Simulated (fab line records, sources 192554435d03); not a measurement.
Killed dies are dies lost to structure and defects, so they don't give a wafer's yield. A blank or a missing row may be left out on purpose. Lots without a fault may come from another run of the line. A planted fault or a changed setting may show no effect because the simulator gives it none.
fab line records | flow n5_finfet | part 1 of 2: steps 1 to 22 of 32
record lots=5 wafers=15 last_day=19
route steps=1938 shown HKMG_FIN@390
lots that met no fault: from a run of the same line without faults
start_h: hours from the record's first day to the start of the lot's first wafer shown | wait_h: hours since the lot's step before | " the same as in the row above | L1.1+2: a row that stands for several wafers | - no value, or no start given | * or withheld: withheld | < > ~ a bound
route shown NAME@n: a module of which the file shows steps, and the number in the route of the first | usual: mean/standard deviation of fault-free wafers | same: alike in all rows | chamber/n: place in a boat | sites: the reading at each site | _std_site: their standard deviation | _edge_site: outer sites' mean less inner sites' | radius_mm: how far each site lies from the wafer's centre | mask NAME#n: copy n | behind: the tool/chamber that last shaped the wafer | hold: why the lot was held/for how many hours/how that ended | device: the transistor (n, p or np) that didn't switch | end of line: the same wafers' tests at the end of the route | a step without rows: its recipe alone | killed: dies lost to structure and defects at the first sort, not the wafer's yield | map: a wafer's dies, x killed, . not, _ none there
set.NAME: the setting as run; set.NAME@STEP: as run at that earlier step | model.NAME: the simulator's own value behind a step, which no gauge read
lots at some steps of the route; a table a step, a row a wafer
services: from which hour (start_h, from the record's first day; less than 0 if before it) a tool's chamber was out of use, for how many hours, and why
## steps
# step N5_HKMG_FIN_COAT_41
# recipe resist=SOC temp_c=250 time_s=60 spin_rpm=1500 resist_thk_nm=300
# usual plate_temp_C=250.04/0.16
# columns lot.wafer tool chamber start_h wait_h plate_temp_C
L085.2 litho_track-04 0 140.95 - 249.90
L085.3 " 0 " " 249.99
L085.6 " 0 " " 249.91
L091.1 litho_track-02 0 176.78 - 250.12
L091.3 " 0 " " 250.07
L091.4 " 0 " " 250.02
L093.1 litho_track-02 0 186.07 - 249.78
L093.3 " 0 " " 250.06
L093.5 " 0 " " 250.10
L096.2 litho_track-05 0 206.88 - 250.20
L096.5 " 0 " " 249.77
L096.6 " 0 " " 249.98
L097.1 litho_track-04 0 208.44 - 250.08
L097.4 " 0 " " 249.83
L097.6 " 0 " " 250.15
# step N5_HKMG_FIN_COAT_42
# recipe resist=SiARC temp_c=220 time_s=60 spin_rpm=1500 resist_thk_nm=35
# usual plate_temp_C=220.01/0.16
# columns lot.wafer tool chamber start_h wait_h plate_temp_C
L085.2 litho_track-04 0 - - 220.04
L085.3 " 0 " " 220.00
L085.6 " 0 " " 220.34
L091.1 litho_track-02 0 - - 220.02
L091.3 " 0 " " 219.99
L091.4 " 0 " " 220.10
L093.1 litho_track-02 0 - - 220.15
L093.3 " 0 " " 220.15
L093.5 " 0 " " 220.12
L096.2 litho_track-05 0 - - 219.88
L096.5 " 0 " " 219.91
L096.6 " 0 " " 219.99
L097.1 litho_track-04 0 - - 219.94
L097.4 " 0 " " 220.19
L097.6 " 0 " " 220.17
# step N5_HKMG_FIN_COAT_43
# recipe resist=CAR-ArF spin_rpm=1500 resist_thk_nm=90
# columns lot.wafer tool chamber start_h wait_h
L085.2+3+6 litho_track-04 0 - -
L091.1+3+4 litho_track-02 0 - -
L093.1+3+5 litho_track-02 0 - -
L096.2+5+6 litho_track-05 0 - -
L097.1+4+6 litho_track-04 0 - -
# step N5_HKMG_FIN_EBR_45
# recipe solvent=PGMEA ebr_width_mm=1.5
# columns lot.wafer tool chamber start_h wait_h
L085.2+3+6 litho_track-04 0 - -
L091.1+3+4 litho_track-02 0 - -
L093.1+3+5 litho_track-02 0 - -
L096.2+5+6 litho_track-05 0 - -
L097.1+4+6 litho_track-04 0 - -
# step N5_HKMG_FIN_SOFTBAKE_44
# recipe temp_c=110 time_s=60 resist=CAR-ArF
# usual plate_temp_C=109.96/0.15
# columns lot.wafer tool chamber start_h wait_h plate_temp_C
L085.2 litho_track-04 0 - - 109.90
L085.3 " 0 " " 109.94
L085.6 " 0 " " 110.04
L091.1 litho_track-02 0 - - 109.98
L091.3 " 0 " " 110.14
L091.4 " 0 " " 110.04
L093.1 litho_track-02 0 - - 109.89
L093.3 " 0 " " 109.77
L093.5 " 0 " " 109.79
L096.2 litho_track-05 0 - - 109.97
L096.5 " 0 " " 109.97
L096.6 " 0 " " 110.13
L097.1 litho_track-04 0 - - 109.86
L097.4 " 0 " " 109.90
L097.6 " 0 " " 109.91
# step N5_HKMG_FIN_EXPOSE_46
# recipe mask_id=NDIPOLE na=1.35 source_shape=conventional sigma_outer=0.8 polarization=unpolarized dose_mj=40
# columns lot.wafer tool chamber start_h wait_h mask
L085.2+3+6 arfi_scanner-01 0 141.07 - NDIPOLE#0
L091.1+3+4 arfi_scanner-03 0 176.89 - NDIPOLE#0
L093.1+3+5 arfi_scanner-02 0 186.19 - NDIPOLE#0
L096.2+5+6 arfi_scanner-03 0 207.13 - NDIPOLE#0
L097.1+4+6 arfi_scanner-02 0 208.69 - NDIPOLE#0
# step N5_HKMG_FIN_PEB_47
# recipe peb_temp_c=withheld peb_time_s=60 resist=CAR-ArF
# columns lot.wafer tool chamber start_h wait_h
L085.2+3+6 litho_track-05 0 141.13 0.0
L091.1+3+4 litho_track-02 0 176.95 0.1
L093.1+3+5 litho_track-05 0 186.24 0.1
L096.2+5+6 litho_track-05 0 207.18 0.0
L097.1+4+6 litho_track-05 0 208.74 0.1
# step N5_HKMG_FIN_DEVELOP_48
# recipe develop_time_s=30 developer=TMAH resist=CAR-ArF rinse_liquid=diw dry=air_spin dev_temp_c=23
# columns lot.wafer tool chamber start_h wait_h
L085.2+3+6 litho_track-05 0 - -
L091.1+3+4 litho_track-02 0 - -
L093.1+3+5 litho_track-05 0 - -
L096.2+5+6 litho_track-05 0 - -
L097.1+4+6 litho_track-05 0 - -
# step N5_HKMG_FIN_CD_MEAS_49
# recipe target_cd_nm=202 landing_energy_ev=500 detector=se_inlens polarity=opening
# usual cd_nm=201.9/0.63
# columns lot.wafer tool chamber start_h wait_h cd_nm
L085.2 cd_sem-03 0 141.19 - 201.3
L085.3 " 0 " " 202.0
L085.6 " 0 " " 201.8
L091.1 cd_sem-02 0 177.02 - 202.0
L091.3 " 0 " " 201.3
L091.4 " 0 " " 201.2
L093.1 cd_sem-02 0 186.31 - 202.0
L093.3 " 0 " " 202.3
L093.5 " 0 " " 202.0
L096.2 cd_sem-02 0 207.25 - 200.9
L096.5 " 0 " " 201.3
L096.6 " 0 " " 201.4
L097.1 cd_sem-01 0 208.81 - 201.9
L097.4 " 0 " " 201.9
L097.6 " 0 " " 201.5
# step N5_HKMG_FIN_OVL_MEAS_50
# recipe points_per_wafer=44
# usual NDIPOLE_OVL=0.2/0.58
# columns lot.wafer tool chamber start_h wait_h NDIPOLE_OVL[nm]
L085.2 overlay-02 0 141.22 0.0 -0.7
L085.3 " 0 " " 0.2
L085.6 " 0 " " -0.8
L091.1 overlay-02 0 177.05 0.0 0.9
L091.3 " 0 " " 0.2
L091.4 " 0 " " -0.3
L093.1 overlay-02 0 186.34 0.0 -0.1
L093.3 " 0 " " 1.4
L093.5 " 0 " " 1.3
L096.2 overlay-02 0 207.28 0.0 0.4
L096.5 " 0 " " 0.1
L096.6 " 0 " " -0.1
L097.1 overlay-02 0 208.86 0.0 0.1
L097.4 " 0 " " 0.8
L097.6 " 0 " " 0.3
# step N5_HKMG_FIN_INSPECT_61
# recipe mode=adi inspect_instrument=macro
# usual raw_defect_count=2.0/1.3
# columns lot.wafer tool chamber start_h wait_h raw_defect_count
L085.2 defect_inspect-02 - 141.25 0.0 1
L085.3 " - " " 2
L085.6 " - " " 0
L091.1 defect_inspect-02 - 177.07 0.0 2
L091.3 " - " " 1
L091.4 " - " " 2
L093.1 defect_inspect-01 - 186.37 0.0 1
L093.3 " - " " 0
L093.5 " - " " 1
L096.2 defect_inspect-02 - 207.30 0.0 5
L096.5 " - " " 3
L096.6 " - " " 2
L097.1 defect_inspect-01 - 208.89 0.0 4
L097.4 " - " " 3
L097.6 " - " " 3
# step N5_HKMG_FIN_DESCUM_53
# recipe chemistry=O2 time_s=7.9 source_power_w=50 bias_power_w=20 pressure_mtorr=20 rf_frequency_hz=2.712e+07 temp_c=40 resist=CAR-ArF o2_flow_sccm=225
# usual drypump_motor_current_A=6.0/0.51 oes_product_au=0.79/0.083 rf_vpp_V=244.0/1.3 showerhead_plenum_p_Torr=2.14/0.068 throttle_valve_pct=20.40/0.19
# columns lot.wafer tool chamber start_h wait_h drypump_motor_current_A oes_product_au rf_hours_counter_h rf_vpp_V showerhead_plenum_p_Torr throttle_valve_pct
L085.2 rie_diel-03 3 141.75 0.5 6.1 0.76 139 243.0 2.09 20.44
L085.3 " 1 " " 6.7 0.74 160 244.6 2.17 20.08
L085.6 " 1 " " 6.7 0.75 - 243.2 2.17 20.07
L091.1 rie_diel-05 0 177.11 0.0 5.7 0.74 128 246.6 2.19 20.52
L091.3 " 3 " " 6.4 0.72 187 244.8 2.17 20.59
L091.4 " 2 " " 5.9 0.70 225 243.9 2.17 20.27
L093.1 rie_diel-03 3 186.62 0.3 6.1 0.76 159 242.8 2.09 20.48
L093.3 " 2 " " 5.8 0.88 33 244.4 2.22 20.58
L093.5 " 2 " " 5.8 0.88 - 245.0 2.22 20.59
L096.2 rie_diel-05 1 207.34 0.0 4.9 0.86 57 244.3 2.05 20.32
L096.5 " 1 " " 4.9 0.86 - 243.5 2.05 20.31
L096.6 " 0 " " 5.7 0.73 - 244.2 2.18 20.54
L097.1 rie_diel-05 2 209.48 0.6 5.9 0.70 237 245.0 2.16 20.28
L097.4 " 0 " " 5.7 0.74 141 244.0 2.18 20.52
L097.6 " 2 " " 5.9 0.70 - 243.8 2.16 20.28
# step N5_HKMG_FIN_ETCH_54
# recipe chemistry=CF4 target=SiARC target_depth_a=455 mask_material=CAR-ArF time_s=75.8 ion_energy_ev=80 pressure_mtorr=40 source_w=545 bias_w=36 Ar_flow_sccm=100 cf4_flow_sccm=100 ends=cleared
# usual drypump_motor_current_A=6.0/0.52 etch_rf_on_time_s=75.9/1 mfc_ar_sccm=100.01/0.29 oes_product_au=0.68/0.069 rf_vpp_V=184.6/1.2 showerhead_plenum_p_Torr=2.19/0.068 throttle_valve_pct=15.58/0.2
# columns lot.wafer tool chamber start_h wait_h drypump_motor_current_A etch_rf_on_time_s mfc_ar_sccm oes_product_au rf_hours_counter_h rf_vpp_V showerhead_plenum_p_Torr throttle_valve_pct
L085.2 rie_diel-03 3 141.78 0.0 6.2 75.1 100.17 0.66 139 183.9 2.14 15.63
L085.3 " 1 " " 6.7 77.7 99.79 0.64 160 185.2 2.22 15.31
L085.6 " 1 " " 6.7 76.8 99.91 0.65 - 184.9 2.22 15.31
L091.1 rie_diel-05 0 177.14 0.0 5.6 74.5 99.73 0.64 128 185.1 2.24 15.72
L091.3 " 3 " " 6.4 74.3 99.59 0.63 187 184.9 2.22 15.82
L091.4 " 2 " " 5.9 77.2 100.11 0.60 225 184.6 2.20 15.50
L093.1 rie_diel-03 3 186.66 0.0 6.1 74.9 99.81 0.65 159 184.2 2.14 15.69
L093.3 " 2 " " 5.8 75.6 100.01 0.75 33 185.4 2.27 15.67
L093.5 " 2 " " 5.8 75.1 100.19 0.75 - 185.1 2.27 15.67
L096.2 rie_diel-05 1 207.37 0.0 4.9 76.0 100.43 0.73 57 185.7 2.09 15.37
L096.5 " 1 " " 4.9 75.4 100.33 0.74 - 184.0 2.09 15.37
L096.6 " 0 " " 5.7 73.7 99.90 0.64 - 183.9 2.23 15.76
L097.1 rie_diel-05 2 209.51 0.0 5.9 76.7 99.64 0.59 237 184.9 2.20 15.53
L097.4 " 0 " " 5.7 74.9 100.14 0.64 141 184.9 2.23 15.77
L097.6 " 2 " " 5.9 76.4 100.32 0.59 - 185.6 2.20 15.51
# step N5_HKMG_FIN_ETCH_55
# recipe chemistry=N2/H2 target=SOC target_depth_a=2400 temp_c=40 time_s=300 ion_energy_ev=200 mask_material=SiARC pressure_mtorr=30 source_w=840 bias_w=150 n2_flow_sccm=200 h2_flow_sccm=200
# usual drypump_motor_current_A=6.0/0.52 oes_product_au=0.79/0.08 rf_vpp_V=525.5/2.4 showerhead_plenum_p_Torr=2.60/0.087 throttle_valve_pct=17.81/0.23
# columns lot.wafer tool chamber start_h wait_h drypump_motor_current_A oes_product_au rf_hours_counter_h rf_vpp_V showerhead_plenum_p_Torr throttle_valve_pct
L085.2 rie_diel-03 3 141.84 0.0 6.2 0.78 139 524.8 2.54 17.84
L085.3 " 1 " " 6.7 0.75 160 527.2 2.65 17.48
L085.6 " 1 " " 6.7 0.75 - 527.0 2.65 17.48
L091.1 rie_diel-05 0 177.20 0.0 5.7 0.76 128 528.9 2.67 18.08
L091.3 " 3 " " 6.4 0.73 187 526.5 2.62 17.92
L091.4 " 2 " " 5.9 0.70 225 526.4 2.62 17.66
L093.1 rie_diel-03 3 186.71 0.0 6.2 0.76 160 523.3 2.53 17.86
L093.3 " 2 " " 5.8 0.87 33 528.7 2.71 18.05
L093.5 " 2 " " 5.8 0.88 - 526.9 2.71 18.06
L096.2 rie_diel-05 1 207.43 0.0 4.9 0.85 57 521.2 2.47 17.49
L096.5 " 1 " " 4.9 0.86 - 522.9 2.47 17.49
L096.6 " 0 " " 5.7 0.74 - 524.6 2.67 18.10
L097.1 rie_diel-05 2 209.57 0.0 6.0 0.69 238 525.6 2.61 17.65
L097.4 " 0 " " 5.7 0.75 141 527.4 2.66 18.11
L097.6 " 2 " " 5.9 0.70 - 525.8 2.61 17.66
# step N5_HKMG_FIN_STRIP_56
# recipe chemistry=N2/H2 temp_c=40 n2_flow_sccm=200 h2_flow_sccm=200 rf_frequency_hz=6e+07
# columns lot.wafer tool chamber start_h wait_h
L085.2+3+6 rie_diel-03 3,1,1 142.02 0.1
L091.1+3+4 rie_diel-05 0,3,2 177.38 0.1
L093.1+3+5 rie_diel-03 3,2,2 186.89 0.1
L096.2+5+6 rie_diel-05 1,1,0 207.61 0.1
L097.1+4+6 rie_diel-05 2,0,2 209.75 0.1
# step N5_HKMG_FIN_STRIP_57
# recipe chemistry=CF4 resist=SiARC power_w=300 bias_power_w=75 pressure_mtorr=50 cf4_flow_sccm=150 rf_frequency_hz=6e+07
# usual drypump_motor_current_A=6.0/0.52 oes_product_au=0.78/0.078 power_w=299.9/0.92 rf_vpp_V=271.9/1.5 showerhead_plenum_p_Torr=1.83/0.057 throttle_valve_pct=13.56/0.2
# columns lot.wafer tool chamber start_h wait_h drypump_motor_current_A oes_product_au power_w rf_hours_counter_h rf_vpp_V showerhead_plenum_p_Torr throttle_valve_pct
L085.2 rie_diel-03 3 142.03 0.0 6.1 0.76 300.2 139 271.1 1.80 13.61
L085.3 " 1 " " 6.7 0.75 299.7 160 272.9 1.85 13.31
L085.6 " 1 " " 6.7 0.75 300.2 - 272.8 1.85 13.31
L091.1 rie_diel-05 0 177.39 0.0 5.7 0.74 299.3 129 273.4 1.87 13.70
L091.3 " 3 " " 6.3 0.72 299.3 187 272.1 1.85 13.82
L091.4 " 2 " " 5.9 0.70 300.7 225 274.2 1.85 13.55
L093.1 rie_diel-03 3 186.90 0.0 6.1 0.75 299.7 160 271.3 1.79 13.65
L093.3 " 2 " " 5.8 0.87 299.8 33 272.5 1.90 13.59
L093.5 " 2 " " 5.8 0.86 298.6 - 272.9 1.90 13.58
L096.2 rie_diel-05 1 207.62 0.0 4.9 0.85 299.3 58 270.3 1.74 13.31
L096.5 " 1 " " 4.9 0.84 298.6 - 270.8 1.74 13.31
L096.6 " 0 " " 5.7 0.73 300.6 - 273.2 1.87 13.74
L097.1 rie_diel-05 2 209.76 0.0 5.9 0.70 301.0 238 272.0 1.85 13.56
L097.4 " 0 " " 5.7 0.73 298.4 141 272.6 1.87 13.71
L097.6 " 2 " " 5.9 0.69 299.8 - 274.2 1.85 13.58
# step N5_HKMG_FIN_ETCH_58
# recipe chemistry=N2/H2 target=SOC target_depth_a=2158 ion_energy_ev=50 bias_w=13 time_s=741 pressure_mtorr=30 source_w=875 n2_flow_sccm=200 h2_flow_sccm=200
# usual drypump_motor_current_A=6.0/0.52 oes_product_au=0.79/0.081 rf_vpp_V=99.5/0.98 showerhead_plenum_p_Torr=2.60/0.087 throttle_valve_pct=17.76/0.23
# columns lot.wafer tool chamber start_h wait_h drypump_motor_current_A oes_product_au rf_hours_counter_h rf_vpp_V showerhead_plenum_p_Torr throttle_valve_pct
L085.2 rie_diel-03 3 142.05 0.0 6.2 0.78 140 98.2 2.54 17.78
L085.3 " 1 " " 6.7 0.74 160 98.5 2.65 17.44
L085.6 " 1 " " 6.7 0.75 - 100.5 2.65 17.43
L091.1 rie_diel-05 0 177.41 0.0 5.6 0.75 129 99.0 2.67 18.04
L091.3 " 3 " " 6.4 0.73 187 100.3 2.62 17.88
L091.4 " 2 " " 5.9 0.70 225 100.8 2.62 17.58
L093.1 rie_diel-03 3 186.92 0.0 6.1 0.77 160 99.5 2.53 17.81
L093.3 " 2 " " 5.8 0.87 34 99.8 2.71 17.99
L093.5 " 2 " " 5.8 0.87 - 101.0 2.71 17.99
L096.2 rie_diel-05 1 207.64 0.0 4.9 0.86 58 99.7 2.47 17.44
L096.5 " 1 " " 4.9 0.86 - 98.3 2.47 17.45
L096.6 " 0 " " 5.7 0.75 - 100.8 2.67 18.05
L097.1 rie_diel-05 2 209.78 0.0 5.9 0.70 238 99.6 2.61 17.62
L097.4 " 0 " " 5.7 0.75 141 99.5 2.66 18.06
L097.6 " 2 " " 5.9 0.70 - 98.5 2.61 17.62
# step N5_HKMG_FIN_STRIP_93
# recipe chemistry=N2/H2 material=SOC time_s=20 power_w=500 temp_c=40 pressure_mtorr=50 rf_frequency_hz=6e+07 bias_power_w=8 h2_frac=0.5 n2_flow_sccm=300 h2_flow_sccm=300
# usual drypump_motor_current_A=6.0/0.52 oes_product_au=0.79/0.081 power_w=500.2/1.5 rf_vpp_V=54.4/0.9 showerhead_plenum_p_Torr=3.43/0.11 throttle_valve_pct=18.9/0.38
# columns lot.wafer tool chamber start_h wait_h drypump_motor_current_A oes_product_au power_w rf_hours_counter_h rf_vpp_V showerhead_plenum_p_Torr throttle_valve_pct
L085.2 rie_diel-03 3 142.48 0.2 6.1 0.78 499.3 140 54.8 3.36 18.9
L085.3 " 1 " " 6.7 0.75 500.2 161 55.6 3.49 18.4
L085.6 " 1 " " 6.7 0.75 501.5 - 54.9 3.49 18.4
L091.1 rie_diel-05 0 177.83 0.2 5.7 0.75 497.8 129 54.5 3.52 19.5
L091.3 " 3 " " 6.4 0.72 500.4 187 53.4 3.46 18.9
L091.4 " 2 " " 5.9 0.70 503.3 225 54.6 3.45 18.7
L093.1 rie_diel-03 3 187.35 0.2 6.2 0.76 501.2 160 53.5 3.35 18.9
L093.3 " 2 " " 5.8 0.88 497.8 34 54.7 3.57 19.5
L093.5 " 2 " " 5.8 0.88 498.9 - 53.1 3.57 19.5
L096.2 rie_diel-05 1 208.06 0.2 4.9 0.86 502.8 58 53.7 3.26 18.4
L096.5 " 1 " " 4.9 0.86 501.9 - 54.3 3.26 18.4
L096.6 " 0 " " 5.7 0.74 498.8 - 54.4 3.51 19.5
L097.1 rie_diel-05 2 210.20 0.2 5.9 0.70 501.5 238 54.5 3.44 18.8
L097.4 " 0 " " 5.7 0.74 497.0 141 54.1 3.51 19.5
L097.6 " 2 " " 5.9 0.69 501.0 - 55.8 3.44 18.8
# step N5_HKMG_FIN_WET_ETCH_76
# recipe chemistry=dNH4OH mix=1:50 temp_c=25 target=Al2O3 stop_on=La2O3 target_depth_nm=2.25 dry=ipa_marangoni rinse_time_s=30 rinse_temp_c=23
# columns lot.wafer tool chamber start_h wait_h
L085.2+3+6 wet_bench-06 3,7,2 142.56 0.1
L091.1+3+4 wet_bench-03 3,2,0 177.92 0.1
L093.1+3+5 wet_bench-06 1,4,3 187.43 0.1
L096.2+5+6 wet_bench-06 6,2,7 208.15 0.1
L097.1+4+6 wet_bench-03 0,2,5 210.29 0.1
# step N5_HKMG_FIN_STRIP_60
# recipe chemistry=N2/H2 power_w=2500 temp_c=300 h2_frac=0.65 time_s=360 pressure_mtorr=withheld n2_flow_sccm=1750 h2_flow_sccm=3250
# usual drypump_motor_current_A=5.5/0.53 heater_power_w=464/40
# columns lot.wafer tool chamber start_h wait_h drypump_motor_current_A heater_power_w rf_hours_counter_h
L085.2 plasma_asher-02 0 142.63 0.0 6.1 487 50
L085.3 " 0 " " 6.1 488 -
L085.6 " 0 " " 6.1 488 -
L091.1 plasma_asher-01 1 177.98 0.0 4.7 417 105
L091.3 " 1 " " 4.7 420 -
L091.4 " 0 " " 5.6 495 -
L093.1 plasma_asher-01 1 187.50 0.0 4.8 396 107
L093.3 " 1 " " 4.8 410 -
L093.5 " 0 " " 5.6 488 -
L096.2 plasma_asher-02 1 208.21 0.0 5.9 461 64
L096.5 " 0 " " 6.1 493 -
L096.6 " 1 " " 5.9 477 -
L097.1 plasma_asher-01 1 210.36 0.0 4.7 414 111
L097.4 " 0 " " 5.6 502 -
L097.6 " 0 " " 5.6 497 -
# step N5_HKMG_FIN_WET_ETCH_77
# recipe chemistry=dHCl mix=1:10000 temp_c=25 target=La2O3 stop_on=HfO2 target_depth_nm=2
# columns lot.wafer tool chamber start_h wait_h
L085.2+3+6 wet_bench-06 5,4,7 143.01 0.3
L091.1+3+4 wet_bench-03 4,1,3 178.37 0.3
L093.1+3+5 wet_bench-06 2,3,0 187.89 0.3
L096.2+5+6 wet_bench-06 5,1,0 208.60 0.3
L097.1+4+6 wet_bench-05 7,4,6 210.74 0.3
# step N5_HKMG_FIN_WET_ETCH_78
# recipe chemistry=dNH4OH mix=1:50 temp_c=25 target=Al2O3 stop_on=La2O3 target_depth_nm=4.5 dry=ipa_marangoni rinse_time_s=30 rinse_temp_c=23
# columns lot.wafer tool chamber start_h wait_h
L085.2+3+6 wet_bench-06 5,4,7 143.05 0.0
L091.1+3+4 wet_bench-03 4,1,3 178.40 0.0
L093.1+3+5 wet_bench-06 2,3,0 187.92 0.0
L096.2+5+6 wet_bench-06 5,1,0 208.63 0.0
L097.1+4+6 wet_bench-05 7,4,6 210.77 0.0
